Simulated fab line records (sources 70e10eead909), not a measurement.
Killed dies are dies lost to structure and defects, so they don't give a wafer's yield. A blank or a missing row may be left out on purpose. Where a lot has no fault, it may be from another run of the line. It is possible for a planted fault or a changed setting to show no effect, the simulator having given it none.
fab line records    flow nand_harc
record lots=6  wafers=18  last_day=33
route steps=1302 shown A_CHANNEL_HOLE_D1@460 END@1302
lots that met no fault: taken from a fault-free run of the same line
start_h: hours from the record's first day to the start of the lot's first wafer shown    wait_h: hours from the lot's prior step to this one    " identical to the entry in the row above    L1.1+2: several wafers, shown together as one row    - value missing, or start not given    * or withheld: withheld    < > ~ a bound
route shown NAME@n: NAME is a module with steps in the file, n the number in the route of the first one    usual: mean and standard deviation over wafers with no fault    same: alike in all rows    chamber/n: place in a boat    sites: per-site readings    _std_site: standard deviation of those values    _edge_site: the outer-site mean with the inner-site mean subtracted    radius_mm: how far each site lies from the wafer's centre    mask NAME#n: copy n    behind: the tool/chamber that last shaped the wafer    hold: reason for holding the lot/hours on hold/outcome of the hold    device: names the non-switching transistor (n, p or np)    end of line: the route-end tests of the same wafers    a step with no rows: only its recipe    killed: dies lost to structure and defects at the first sort, not the wafer's yield    map: shows each die of a wafer: x if killed, . if not, _ if none is there
set.NAME: the setting the step ran with; set.NAME@STEP: the setting that earlier step ran with    model.NAME: the simulator's own value behind a step, which no gauge read
lots at some steps of the route; a table a step, a row a wafer
services: when a tool's chamber went out of use (start_h, in hours from the record's first day, below 0 if earlier), for how many hours, and the reason
## steps
# step NHARC_A_CHANNEL_HOLE_D1_PEB_08
# recipe peb_temp_c=100  peb_time_s=65
# step NHARC_A_CHANNEL_HOLE_D1_DEVELOP_09
# recipe develop_time_s=35  dev_temp_c=23
# step NHARC_A_CHANNEL_HOLE_D1_CD_MEAS_10
# recipe target_cd_nm=100  landing_energy_ev=500
# usual cd_nm=100.4/0.55
lot.wafer  tool       chamber  start_h  wait_h  cd_nm
L479.2     cd_sem-01  0        233.52   -       99.8
L479.3     "          0        "        "       100.5
L479.4     "          0        "        "       101.0
L486.3     cd_sem-03  0        288.45   -       100.0
L486.4     "          0        "        "       99.4
L486.6     "          0        "        "       99.4
L487.2     cd_sem-03  0        311.68   -       100.6
L487.4     "          0        "        "       100.1
L487.5     "          0        "        "       100.5
L490.1     cd_sem-01  0        342.21   -       100.8
L490.3     "          0        "        "       100.4
L490.4     "          0        "        "       100.8
L492.3     cd_sem-03  0        363.59   -       100.8
L492.5     "          0        "        "       101.0
L492.6     "          0        "        "       101.3
L493.2     cd_sem-03  0        370.95   -       101.1
L493.3     "          0        "        "       100.7
L493.5     "          0        "        "       100.5
# step NHARC_A_CHANNEL_HOLE_D1_OVL_MEAS_11
# usual overlay_x_nm=0.0/0.67  overlay_y_nm=0.2/0.66
lot.wafer  tool        chamber  start_h  wait_h  overlay_x_nm  overlay_y_nm
L479.2     overlay-02  -        233.61   -       -0.8          1.6
L479.3     "           -        "        "       0.2           1.6
L479.4     "           -        "        "       0.1           2.2
L486.3     overlay-01  -        288.54   -       -0.6          0.1
L486.4     "           -        "        "       -0.9          0.1
L486.6     "           -        "        "       -0.3          0.5
L487.2     overlay-01  -        311.77   -       1.0           -0.9
L487.4     "           -        "        "       0.6           -1.1
L487.5     "           -        "        "       0.9           -0.2
L490.1     overlay-01  -        342.29   -       -0.4          -0.1
L490.3     "           -        "        "       -0.4          0.6
L490.4     "           -        "        "       -0.3          0.0
L492.3     overlay-02  -        363.67   -       -2.0          -0.3
L492.5     "           -        "        "       -2.2          -0.7
L492.6     "           -        "        "       -1.9          -0.6
L493.2     overlay-02  -        371.04   -       0.9           1.3
L493.3     "           -        "        "       0.9           1.2
L493.5     "           -        "        "       0.6           0.8
# step NHARC_A_CHANNEL_HOLE_D1_INSPECT_12
# usual raw_defect_count=5.9/2.6
lot.wafer  tool               chamber  start_h  wait_h  raw_defect_count
L479.2     defect_inspect-02  -        233.65   0.0     16
L479.3     "                  -        "        "       8
L479.4     "                  -        "        "       3
L486.3     defect_inspect-01  -        288.57   0.0     7
L486.4     "                  -        "        "       11
L486.6     "                  -        "        "       7
L487.2     defect_inspect-02  -        311.80   0.0     7
L487.4     "                  -        "        "       3
L487.5     "                  -        "        "       8
L490.1     defect_inspect-01  -        342.33   0.0     6
L490.3     "                  -        "        "       8
L490.4     "                  -        "        "       5
L492.3     defect_inspect-02  -        363.71   0.0     8
L492.5     "                  -        "        "       6
L492.6     "                  -        "        "       6
L493.2     defect_inspect-02  -        371.08   0.0     5
L493.3     "                  -        "        "       3
L493.5     "                  -        "        "       8
# step NHARC_A_CHANNEL_HOLE_D1_DESCUM_15
# recipe time_s=3  o2_flow_sccm=200  ar_flow_sccm=0  bias_power_w=0  chemistry=O2
# usual chamber_pressure_mTorr=60.00/0.055  drypump_motor_current_A=5.47/0.23  oes_product_au=1.000/0.0081  rf_vpp_V=57.5/0.83  showerhead_plenum_p_Torr=1.86/0.075  throttle_valve_pct=11.311/0.0092
# same time_s=3
lot.wafer  tool         chamber  start_h  wait_h  chamber_pressure_mTorr  drypump_motor_current_A  oes_product_au  rf_hours_counter_h  rf_vpp_V  showerhead_plenum_p_Torr  throttle_valve_pct
L479.2     rie_diel-13  0        233.72   0.1     60.04                   5.32                     1.008           24                  58.5      1.81                      11.298
L479.4     "            1        "        "       60.02                   5.53                     0.988           24                  57.4      1.87                      11.317
L479.3     "            2        "        "       60.05                   5.64                     0.986           21                  57.4      1.90                      11.307
L486.3     rie_diel-06  2        288.64   0.1     60.01                   5.55                     0.994           12                  59.0      1.91                      11.308
L486.4     "            0        "        "       59.96                   5.19                     1.006           11                  57.0      1.85                      11.318
L486.6     "            2        "        "       59.96                   5.56                     0.998           -                   57.9      1.91                      11.315
L487.2     rie_diel-13  0        311.86   0.1     60.01                   5.28                     0.990           56                  56.9      1.80                      11.325
L487.4     "            2        "        "       60.01                   5.64                     0.985           49                  58.2      1.89                      11.312
L487.5     "            0        "        "       60.04                   5.26                     1.000           -                   58.0      1.80                      11.312
L490.3     rie_diel-06  1        342.40   0.1     59.97                   5.44                     0.995           3                   56.8      1.78                      11.316
L490.4     "            2        "        "       59.94                   5.57                     0.993           3                   57.7      1.91                      11.314
L490.1     "            3        "        "       59.95                   5.49                     1.010           2                   57.4      1.78                      11.311
L492.3     rie_diel-06  3        363.77   0.1     59.95                   5.48                     0.994           5                   58.4      1.78                      11.303
L492.5     "            2        "        "       60.02                   5.57                     1.008           -                   59.7      1.91                      11.303
L492.6     "            3        "        "       60.00                   5.48                     1.007           -                   57.7      1.78                      11.328
L493.2     rie_diel-06  3        371.14   0.1     60.06                   5.54                     1.010           6                   57.6      1.78                      11.293
L493.3     "            0        "        "       59.91                   5.15                     0.988           5                   57.3      1.84                      11.324
L493.5     "            2        "        "       60.02                   5.54                     0.998           -                   59.3      1.91                      11.325
# step NHARC_A_CHANNEL_HOLE_D1_ETCH_38
# recipe target_depth_a=390  over_etch_frac=0.3  time_s=65  ion_energy_ev=80  cf4_flow_sccm=150  ar_flow_sccm=0  rf_w=300  bias_w=100  chemistry=CF4
# usual bias_w=100.0/0.33  chamber_pressure_mTorr=50.00/0.048  drypump_motor_current_A=5.45/0.23  oes_product_au=1.001/0.0089  rf_vpp_V=150.5/1.1  showerhead_plenum_p_Torr=1.72/0.063  throttle_valve_pct=13.285/0.0098
# same time_s=65
lot.wafer  tool         chamber  start_h  wait_h  bias_w  chamber_pressure_mTorr  drypump_motor_current_A  oes_product_au  rf_hours_counter_h  rf_vpp_V  showerhead_plenum_p_Torr  throttle_valve_pct
L479.3     rie_diel-13  2        233.80   0.1     99.9    50.04                   5.65                     0.983           21                  153.1     1.76                      13.284
L479.2     "            3        "        "       100.2   50.05                   5.67                     0.996           22                  152.3     1.75                      13.283
L479.4     "            0        "        "       100.2   49.98                   5.29                     0.998           24                  149.3     1.68                      13.296
L486.3     rie_diel-06  0        288.72   0.1     99.8    49.99                   5.17                     1.002           11                  151.0     1.71                      13.283
L486.4     "            1        "        "       100.5   50.09                   5.37                     1.017           12                  151.4     1.65                      13.281
L486.6     "            0        "        "       100.0   49.95                   5.16                     1.006           -                   150.4     1.71                      13.279
L487.2     rie_diel-13  0        312.09   0.2     100.2   49.97                   5.32                     1.000           56                  150.8     1.68                      13.287
L487.4     "            1        "        "       99.9    50.03                   5.53                     1.002           54                  151.3     1.72                      13.282
L487.5     "            1        "        "       99.8    49.97                   5.52                     1.002           -                   150.8     1.72                      13.297
L490.1     rie_diel-06  0        342.49   0.1     100.0   50.02                   5.15                     0.993           2                   150.8     1.71                      13.273
L490.3     "            1        "        "       99.8    49.98                   5.43                     0.991           3                   150.6     1.65                      13.279
L490.4     "            2        "        "       99.9    50.00                   5.57                     0.996           3                   152.9     1.77                      13.271
L492.3     rie_diel-06  2        363.87   0.1     100.0   49.99                   5.56                     1.004           5                   151.5     1.77                      13.284
L492.5     "            3        "        "       100.1   50.10                   5.44                     1.006           -                   150.1     1.65                      13.272
L492.6     "            0        "        "       100.0   50.01                   5.13                     0.994           -                   151.5     1.71                      13.296
L493.2     rie_diel-06  3        371.22   0.1     99.8    49.95                   5.49                     0.995           6                   149.7     1.65                      13.288
L493.3     "            0        "        "       100.5   50.06                   5.17                     1.001           5                   149.5     1.71                      13.280
L493.5     "            3        "        "       99.5    50.12                   5.49                     1.010           -                   149.7     1.65                      13.277
# step NHARC_A_CHANNEL_HOLE_D1_ETCH_39
# recipe target_depth_a=2600  over_etch_frac=0.3  time_s=325  ion_energy_ev=200  n2_flow_sccm=150  h2_flow_sccm=150  ar_flow_sccm=0  rf_w=400  bias_w=150  chemistry=N2/H2
# step NHARC_A_CHANNEL_HOLE_D1_ETCH_34
# recipe target_depth_a=1540  time_s=77  cf4_flow_sccm=100  chf3_flow_sccm=30  ar_flow_sccm=0  rf_w=500  bias_w=200  chemistry=CF4/CHF3
# usual bias_w=200.0/0.62  chamber_pressure_mTorr=25.003/0.022  drypump_motor_current_A=5.46/0.22  oes_product_au=0.946/0.022  rf_vpp_V=369.1/2.1  showerhead_plenum_p_Torr=1.53/0.057  throttle_valve_pct=16.801/0.0092
# same time_s=77
lot.wafer  tool         chamber  start_h  wait_h  bias_w  chamber_pressure_mTorr  drypump_motor_current_A  oes_product_au  rf_hours_counter_h  rf_vpp_V  showerhead_plenum_p_Torr  throttle_valve_pct
L479.3     rie_diel-13  3        -        -       200.6   24.982                  5.69                     0.967           23                  369.7     1.56                      16.779
L479.2     "            0        "        "       199.8   24.986                  5.30                     0.970           24                  366.8     1.50                      16.799
L479.4     "            1        "        "       198.8   24.972                  5.54                     0.973           24                  369.8     1.54                      16.815
L486.4     rie_diel-06  2        -        -       200.2   25.036                  5.58                     0.926           12                  371.4     1.57                      16.802
L486.3     "            0        "        "       199.8   24.966                  5.15                     0.927           12                  370.5     1.52                      16.806
L486.6     "            3        "        "       199.5   25.022                  5.49                     0.934           -                   366.6     1.47                      16.811
L487.2     rie_diel-13  1        -        -       200.3   25.025                  5.54                     0.937           54                  369.3     1.53                      16.788
L487.4     "            2        "        "       199.3   25.000                  5.61                     0.958           49                  369.9     1.56                      16.804
L487.5     "            0        "        "       198.5   24.985                  5.29                     0.940           -                   369.8     1.49                      16.797
L490.3     rie_diel-06  1        -        -       200.3   25.011                  5.45                     0.931           3                   366.4     1.47                      16.796
L490.1     "            2        "        "       199.0   25.006                  5.55                     0.948           3                   370.5     1.57                      16.816
L490.4     "            3        "        "       199.8   25.008                  5.50                     0.965           3                   365.8     1.47                      16.824
L492.3     rie_diel-06  2        -        -       200.2   25.033                  5.59                     0.952           5                   369.6     1.57                      16.795
L492.5     "            3        "        "       201.4   25.006                  5.51                     0.962           -                   367.4     1.47                      16.808
L492.6     "            0        "        "       199.8   24.949                  5.15                     0.971           -                   368.0     1.52                      16.795
L493.3     rie_diel-06  3        -        -       200.6   25.019                  5.53                     0.933           6                   368.6     1.47                      16.816
L493.2     "            1        "        "       200.1   25.019                  5.44                     0.913           6                   366.1     1.47                      16.795
L493.5     "            3        "        "       200.5   25.014                  5.52                     0.933           -                   366.6     1.47                      16.823
# step NHARC_A_CHANNEL_HOLE_D1_ETCH_16
# recipe target_depth_a=31000  over_etch_frac=0.3  time_s=806  ion_energy_ev=150  o2_flow_sccm=400  cos_flow_sccm=20  ar_flow_sccm=0  rf_w=500  bias_w=300  chemistry=O2/COS
# step NHARC_A_CHANNEL_HOLE_D1_CD_MEAS_18
# usual cd_nm=99.6/2.2
lot.wafer  tool       chamber  start_h  wait_h  cd_nm
L479.2     cd_sem-02  -        234.99   -       96.1
L479.3     "          -        "        "       99.3
L479.4     "          -        "        "       95.6
L486.3     cd_sem-03  -        289.74   -       98.8
L486.4     "          -        "        "       99.2
L486.6     "          -        "        "       96.3
L487.2     cd_sem-03  -        313.12   -       98.0
L487.4     "          -        "        "       95.4
L487.5     "          -        "        "       95.8
L490.1     cd_sem-02  -        343.82   -       100.2
L490.3     "          -        "        "       98.8
L490.4     "          -        "        "       103.5
L492.3     cd_sem-01  -        364.88   -       99.0
L492.5     "          -        "        "       102.7
L492.6     "          -        "        "       102.9
L493.2     cd_sem-01  -        372.24   -       97.6
L493.3     "          -        "        "       101.7
L493.5     "          -        "        "       99.4
# step NHARC_A_CHANNEL_HOLE_D1_ETCH_19
# recipe bias_v=1200  source_w=2500  pressure_mtorr=15  time_s=34.5  ar_flow_sccm=375  c4f8_flow_sccm=28.8  o2_flow_sccm=96.2  temp_c=-20  target_depth_a=*  chemistry=C4F8/O2/Ar
# step NHARC_A_CHANNEL_HOLE_D1_ETCH_20
# recipe bias_v=3000  source_w=withheld  pressure_mtorr=20  time_s=361.9  ar_flow_sccm=375  c4f8_flow_sccm=89.3  o2_flow_sccm=35.7  temp_c=-20  target_depth_a=16000  chemistry=C4F8/O2/Ar
# usual chamber_pressure_mTorr=20.000/0.019  drypump_motor_current_A=5.4/0.43  oes_air_line_au=1.000/0.018  showerhead_plenum_p_Torr=3.70/0.049  throttle_valve_pct=32.155/0.0081
# same time_s=361.9
lot.wafer  tool         chamber  start_h  wait_h  chamber_pressure_mTorr  drypump_motor_current_A  oes_air_line_au  rf_hours_counter_h  showerhead_plenum_p_Torr  throttle_valve_pct
L479.2     har_etch-02  1        236.02   0.1     19.999                  5.2                      1.004            324                 3.75                      32.172
L479.4     "            1        "        "       19.985                  5.2                      0.989            -                   3.75                      32.143
L479.3     "            0        "        "       20.024                  5.5                      0.984            -                   3.75                      32.160
L486.4     har_etch-02  0        291.91   0.2     19.984                  5.5                      0.997            -                   3.73                      32.166
L486.3     "            1        "        "       19.989                  5.2                      1.006            -                   3.73                      32.165
L486.6     "            0        "        "       19.992                  5.5                      0.975            -                   3.73                      32.147
L487.2     har_etch-01  1        313.35   0.1     20.011                  4.7                      0.978            157                 3.69                      32.142
L487.4     "            0        "        "       20.012                  6.1                      0.998            -                   3.63                      32.149
L487.5     "            0        "        "       19.962                  6.0                      0.991            -                   3.63                      32.162
L490.1     har_etch-02  1        348.83   0.1     20.015                  5.2                      0.996            385                 3.72                      32.153
L490.4     "            0        "        "       20.022                  5.5                      0.979            -                   3.72                      32.157
L490.3     "            1        "        "       20.023                  5.2                      0.973            -                   3.72                      32.157
L492.3     har_etch-02  1        367.48   0.2     19.971                  5.3                      1.058            -                   3.71                      32.157
L492.6     "            1        "        "       19.993                  5.2                      1.001            -                   3.71                      32.153
L492.5     "            0        "        "       19.987                  5.5                      1.009            -                   3.71                      32.160
L493.2     har_etch-01  0        375.84   0.1     20.006                  6.0                      1.024            195                 3.61                      32.147
L493.3     "            0        "        "       20.005                  6.0                      1.015            -                   3.61                      32.149
L493.5     "            1        "        "       20.034                  4.7                      0.999            -                   3.67                      32.157
# step NHARC_A_CHANNEL_HOLE_D1_ETCH_21
# recipe bias_v=3000  source_w=withheld  pressure_mtorr=20  time_s=514.3  ar_flow_sccm=375  c4f8_flow_sccm=89.3  o2_flow_sccm=35.7  temp_c=-20  target_depth_a=16000  chemistry=C4F8/O2/Ar
# step NHARC_A_CHANNEL_HOLE_D1_ETCH_22
# recipe bias_v=3000  source_w=withheld  pressure_mtorr=20  time_s=666.7  ar_flow_sccm=375  c4f8_flow_sccm=89.3  o2_flow_sccm=35.7  temp_c=-20  target_depth_a=16000  chemistry=C4F8/O2/Ar
# step NHARC_A_CHANNEL_HOLE_D1_ETCH_23
# recipe bias_v=5000  source_w=withheld  pressure_mtorr=20  time_s=819  ar_flow_sccm=375  c4f8_flow_sccm=89.3  o2_flow_sccm=35.7  temp_c=-20  target_depth_a=16000  chemistry=C4F8/O2/Ar
# usual chamber_pressure_mTorr=19.999/0.018  drypump_motor_current_A=5.4/0.44  oes_air_line_au=1.000/0.02  showerhead_plenum_p_Torr=3.70/0.049  throttle_valve_pct=32.155/0.0095
# same time_s=819
lot.wafer  tool         chamber  start_h  wait_h  chamber_pressure_mTorr  drypump_motor_current_A  oes_air_line_au  rf_hours_counter_h  showerhead_plenum_p_Torr  throttle_valve_pct
L479.2     har_etch-02  1        237.35   0.5     20.009                  5.2                      1.009            325                 3.75                      32.166
L479.4     "            1        "        "       19.977                  5.2                      1.008            -                   3.75                      32.151
L479.3     "            0        "        "       19.990                  5.5                      1.006            -                   3.75                      32.156
L486.4     har_etch-02  0        293.37   0.5     19.980                  5.5                      0.975            -                   3.73                      32.140
L486.3     "            1        "        "       20.007                  5.2                      0.992            -                   3.73                      32.157
L486.6     "            0        "        "       20.015                  5.5                      0.996            -                   3.73                      32.158
L487.2     har_etch-01  1        314.73   0.5     20.005                  4.7                      0.982            158                 3.69                      32.164
L487.4     "            0        "        "       19.988                  6.1                      1.028            -                   3.63                      32.167
L487.5     "            0        "        "       19.991                  6.1                      0.986            -                   3.63                      32.148
L490.1     har_etch-02  1        350.21   0.5     19.988                  5.2                      0.990            386                 3.72                      32.160
L490.4     "            0        "        "       20.009                  5.5                      1.013            -                   3.72                      32.151
L490.3     "            1        "        "       20.028                  5.2                      1.007            -                   3.72                      32.160
L492.3     har_etch-02  1        368.93   0.5     19.988                  5.2                      1.039            -                   3.71                      32.159
L492.6     "            1        "        "       19.972                  5.2                      1.008            -                   3.71                      32.138
L492.5     "            0        "        "       19.978                  5.5                      0.970            -                   3.71                      32.140
L493.2     har_etch-01  0        377.22   0.5     20.016                  6.0                      1.002            196                 3.61                      32.167
L493.3     "            0        "        "       20.025                  6.0                      1.017            -                   3.61                      32.151
L493.5     "            1        "        "       19.988                  4.7                      1.006            -                   3.67                      32.148
# step NHARC_A_CHANNEL_HOLE_D1_ETCH_24
# recipe bias_v=5000  source_w=withheld  pressure_mtorr=20  time_s=906.2  ar_flow_sccm=375  c4f8_flow_sccm=93.8  o2_flow_sccm=31.2  temp_c=-20  target_depth_a=15000  chemistry=C4F8/O2/Ar
# usual chamber_pressure_mTorr=20.000/0.019  drypump_motor_current_A=5.4/0.43  oes_air_line_au=0.999/0.019  showerhead_plenum_p_Torr=3.70/0.049  throttle_valve_pct=32.235/0.0099
# same time_s=906.2
lot.wafer  tool         chamber  start_h  wait_h  chamber_pressure_mTorr  drypump_motor_current_A  oes_air_line_au  rf_hours_counter_h  showerhead_plenum_p_Torr  throttle_valve_pct
L479.2     har_etch-02  1        238.04   0.6     20.014                  5.2                      0.990            326                 3.75                      32.240
L479.4     "            1        "        "       20.000                  5.2                      0.970            -                   3.75                      32.226
L479.3     "            0        "        "       20.040                  5.5                      1.007            -                   3.75                      32.224
L486.4     har_etch-02  0        294.10   0.6     20.022                  5.5                      0.997            -                   3.73                      32.236
L486.3     "            1        "        "       19.980                  5.2                      0.990            -                   3.73                      32.233
L486.6     "            0        "        "       20.002                  5.5                      1.036            -                   3.73                      32.232
L487.2     har_etch-01  1        315.44   0.6     20.003                  4.7                      0.997            159                 3.69                      32.226
L487.4     "            0        "        "       19.996                  6.0                      1.009            -                   3.62                      32.223
L487.5     "            0        "        "       19.996                  6.0                      1.010            -                   3.62                      32.239
L490.1     har_etch-02  1        350.91   0.6     19.991                  5.2                      1.020            387                 3.71                      32.250
L490.4     "            0        "        "       19.977                  5.5                      0.995            -                   3.71                      32.249
L490.3     "            1        "        "       19.998                  5.2                      1.047            -                   3.71                      32.240
L492.3     har_etch-02  1        369.66   0.6     20.008                  5.2                      0.985            -                   3.71                      32.231
L492.6     "            1        "        "       19.999                  5.2                      1.017            -                   3.70                      32.239
L492.5     "            0        "        "       20.005                  5.5                      0.994            -                   3.71                      32.217
L493.2     har_etch-01  0        377.92   0.6     20.025                  6.1                      1.000            197                 3.60                      32.242
L493.3     "            0        "        "       19.995                  6.1                      1.013            -                   3.60                      32.221
L493.5     "            1        "        "       20.026                  4.7                      1.021            -                   3.67                      32.247
# step NHARC_A_CHANNEL_HOLE_D1_ETCH_25
# recipe bias_v=5000  source_w=withheld  pressure_mtorr=20  time_s=1040.2  ar_flow_sccm=375  c4f8_flow_sccm=93.8  o2_flow_sccm=31.2  temp_c=-20  target_depth_a=15000  chemistry=C4F8/O2/Ar
# step NHARC_A_CHANNEL_HOLE_D1_ETCH_26
# recipe bias_v=300  source_w=2000  pressure_mtorr=30  time_s=224.1  ar_flow_sccm=375  c4f8_flow_sccm=11.4  o2_flow_sccm=113.6  temp_c=-20  target_depth_a=3000  chemistry=C4F8/O2/Ar
# step NHARC_A_CHANNEL_HOLE_D1_ETCH_33
# recipe bias_v=400  source_w=2000  pressure_mtorr=25  time_s=90  ar_flow_sccm=375  c4f8_flow_sccm=41.7  o2_flow_sccm=83.3  temp_c=-20  target_depth_a=4000  chemistry=C4F8/O2/Ar
# step NHARC_A_CHANNEL_HOLE_D1_STRIP_41
# recipe n2_flow_sccm=150  h2_flow_sccm=150  ar_flow_sccm=0  bias_w=0  chemistry=N2/H2
# step NHARC_A_CHANNEL_HOLE_D1_STRIP_42
# recipe cf4_flow_sccm=100  chf3_flow_sccm=30  ar_flow_sccm=0  bias_w=0  chemistry=CF4/CHF3
# step NHARC_A_CHANNEL_HOLE_D1_STRIP_43
# recipe o2_flow_sccm=400  cos_flow_sccm=20  ar_flow_sccm=0  bias_w=0  chemistry=O2/COS
# step NHARC_A_CHANNEL_HOLE_D1_ETCH_44
# recipe target_depth_a=1400  overetch_a=140  time_s=77  ion_energy_ev=100  cf4_flow_sccm=80  o2_flow_sccm=20  ar_flow_sccm=0  rf_w=300  bias_w=100  chemistry=CF4/O2
# step NHARC_A_CHANNEL_HOLE_D1_STRIP_27
# recipe o2_flow_sccm=500  ar_flow_sccm=0  bias_w=0  chemistry=O2
# step NHARC_A_CHANNEL_HOLE_D1_PRECLEAN_28
# recipe time_s=*  temp_c=50  bath_age_min=0  chemistry=SC1
# step NHARC_A_CHANNEL_HOLE_D1_SRD_29
# step NHARC_A_CHANNEL_HOLE_D1_CD_MEAS_30
# usual cd_nm=90.9/1.4
lot.wafer  tool       chamber  start_h  wait_h  cd_nm
L479.2     cd_sem-01  -        241.43   -       89.9
L479.3     "          -        "        "       88.6
L479.4     "          -        "        "       91.2
L486.3     cd_sem-01  -        297.21   -       89.3
L486.4     "          -        "        "       89.7
L486.6     "          -        "        "       88.2
L487.2     cd_sem-03  -        318.70   -       90.6
L487.4     "          -        "        "       89.8
L487.5     "          -        "        "       91.4
L490.1     cd_sem-01  -        354.18   -       91.7
L490.3     "          -        "        "       90.0
L490.4     "          -        "        "       91.1
L492.3     cd_sem-03  -        372.89   -       88.9
L492.5     "          -        "        "       90.3
L492.6     "          -        "        "       90.5
L493.2     cd_sem-01  -        381.32   -       89.8
L493.3     "          -        "        "       91.5
L493.5     "          -        "        "       88.6
# step NHARC_A_CHANNEL_HOLE_D1_XSEM_31
# recipe landing_energy_ev=35000
# usual bot_cd_nm=75.4/1.6  bow_nm=8.64/0.27  tilt_deg=0.07/0.038
lot.wafer  tool     chamber  start_h  wait_h  bot_cd_nm  bow_nm  tilt_deg
L479.2     xsem-02  0        241.52   0.1     74.9       8.51    0.03
L479.3     "        0        "        "       73.7       8.52    0.03
L479.4     "        0        "        "       77.1       8.59    0.03
L486.3     xsem-02  0        297.31   0.1     74.5       8.12    0.11
L486.4     "        0        "        "       75.4       8.05    0.11
L486.6     "        0        "        "       74.3       8.09    0.11
L487.2     xsem-02  0        318.79   0.1     74.3       8.82    0.00
L487.4     "        0        "        "       73.5       8.75    0.00
L487.5     "        0        "        "       75.4       8.74    0.00
L490.1     xsem-02  0        354.27   0.1     76.2       14.43   0.04
L490.3     "        0        "        "       75.0       14.43   0.04
L490.4     "        0        "        "       75.4       14.42   0.04
L492.3     xsem-01  0        372.98   0.1     72.4       13.70   0.09
L492.5     "        0        "        "       74.5       13.74   0.09
L492.6     "        0        "        "       75.2       13.72   0.09
L493.2     xsem-02  0        381.41   0.1     73.6       9.07    0.07
L493.3     "        0        "        "       75.8       9.04    0.07
L493.5     "        0        "        "       72.5       9.07    0.07
# step NHARC_A_CHANNEL_HOLE_D1_INSPECT_40
# usual raw_defect_count=78/24
lot.wafer  tool               chamber  start_h  wait_h  raw_defect_count
L479.2     defect_inspect-01  -        241.62   -       93
L479.3     "                  -        "        "       120
L479.4     "                  -        "        "       94
L486.3     defect_inspect-01  -        297.40   -       150
L486.4     "                  -        "        "       106
L486.6     "                  -        "        "       104
L487.2     defect_inspect-01  -        318.88   -       45
L487.4     "                  -        "        "       59
L487.5     "                  -        "        "       40
L490.1     defect_inspect-02  -        354.36   -       94
L490.3     "                  -        "        "       96
L490.4     "                  -        "        "       88
L492.3     defect_inspect-01  -        373.07   -       91
L492.5     "                  -        "        "       83
L492.6     "                  -        "        "       81
L493.2     defect_inspect-02  -        381.51   -       71
L493.3     "                  -        "        "       71
L493.5     "                  -        "        "       67
# step NHARC_END_SORT_01
# recipe temp_c=25
# usual killed_at_array=59/24  killed_at_other=0.7/1.2  killed_at_periphery=3.5/2.6  killed_dies=63/24  killed_open=3.2/2.1  killed_short=2.4/1.5
# same gross_dies=677
lot.wafer  tool       chamber  start_h  wait_h  killed_at_array  killed_at_other  killed_at_periphery  killed_dies  killed_open  killed_short
L479.2     prober-02  0        625.26   2.8     65               0                4                    69           5            5
L479.3     prober-02  0        626.06   3.1     59               0                5                    64           6            1
L479.4     prober-02  0        626.86   3.4     56               1                0                    57           6            3
# killed by level:class
L479.2 A_CHANNEL_HOLE_D2:chamber_film_flake=26 A_CHANNEL_HOLE_D1:chamber_film_flake=20 A_SGD_CUT:chamber_film_flake=5 P_M0:geometric_particle:open=2 A_CHANNEL_FILL_D2:chamber_film_flake=2 A_CHANNEL_FILL_D1:chamber_film_flake=2 P_M0:geometric_particle:short=1 A_ONON_D1:geometric_particle:short=1
L479.3 A_CHANNEL_HOLE_D2:chamber_film_flake=27 A_CHANNEL_HOLE_D1:chamber_film_flake=21 A_CHANNEL_FILL_D2:chamber_film_flake=4 P_GATE:geometric_particle:open=1 P_CONTACT:geometric_particle:open=1 P_M0:geometric_particle:open=1 P_M1:geometric_particle:open=1 A_DECK1_JOINT:geometric_particle:open=1
L479.4 A_CHANNEL_HOLE_D2:chamber_film_flake=23 A_CHANNEL_HOLE_D1:chamber_film_flake=21 A_ONON_D2:geometric_particle:open=2 A_DECK1_JOINT:geometric_particle:short=1 A_CHANNEL_HOLE_D2:geometric_particle:open=1 A_CHANNEL_FILL_D2:geometric_particle:short=1 A_WL_FILL:geometric_particle:short=1 A_WL_FILL:geometric_particle:open=1
## services
tool         chamber  start_h  hours  kind
rie_diel-06  0        212.70   -      clean
rie_diel-06  1        212.70   -      clean
rie_diel-06  2        212.70   -      clean
rie_diel-06  3        212.70   -      clean
rie_diel-06  0        237.20   -      clean
rie_diel-06  1        237.20   -      clean
rie_diel-06  2        237.20   -      clean
rie_diel-06  3        237.20   -      clean
rie_diel-06  0        261.75   -      clean
rie_diel-06  1        261.75   -      clean
rie_diel-06  2        261.75   -      clean
rie_diel-06  3        261.75   -      clean
rie_diel-06  3        262.29   2.4    repair
rie_diel-06  0        286.25   -      clean
rie_diel-06  1        286.25   -      clean
rie_diel-13  -        288.69   1.4    repair
rie_diel-06  2        298.93   3.7    repair
rie_diel-06  -        307.20   9.0    pm
rie_diel-13  -        342.18   9.0    pm
rie_diel-13  2        353.03   8.5    repair
rie_diel-13  3        356.16   5.9    repair
rie_diel-13  -        362.98   1.1    repair
xsem-01      -        374.00   14.0   pm
har_etch-02  -        377.20   17.0   pm
## key
first_sign step=NHARC_A_CHANNEL_HOLE_D1_XSEM_31  reading=bow_nm  direction=up  sigmas=20  usual=8.64  struck=14.07
effect none on later readings
met_at NHARC_A_CHANNEL_HOLE_D1_ETCH_20
struck_wafers L490.1,L490.3,L490.4,L492.3,L492.5,L492.6
tester_left_out L490,L492
onset_between 291.91 348.83
also_fits NHARC_A_CHANNEL_HOLE_D1_ETCH_23:har_etch-02,NHARC_A_CHANNEL_HOLE_D1_ETCH_24:har_etch-02
fault kind=process_parameter_drift  tool=har_etch-02  chamber=-  onset_h=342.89  steps=NHARC_A_CHANNEL_HOLE_D1_ETCH_20  channel=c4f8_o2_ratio  offset=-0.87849  shape=step  end_h=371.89  acts_in=these_recipes_only  stated=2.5
# tester_left_out: of these lots the tester's yield and bins aren't shown, on N5 and GAA mostly nor the transistor test; their killed dies are dies lost to structure and defects alone, not to doping, threshold or leakage, so they don't give the yield
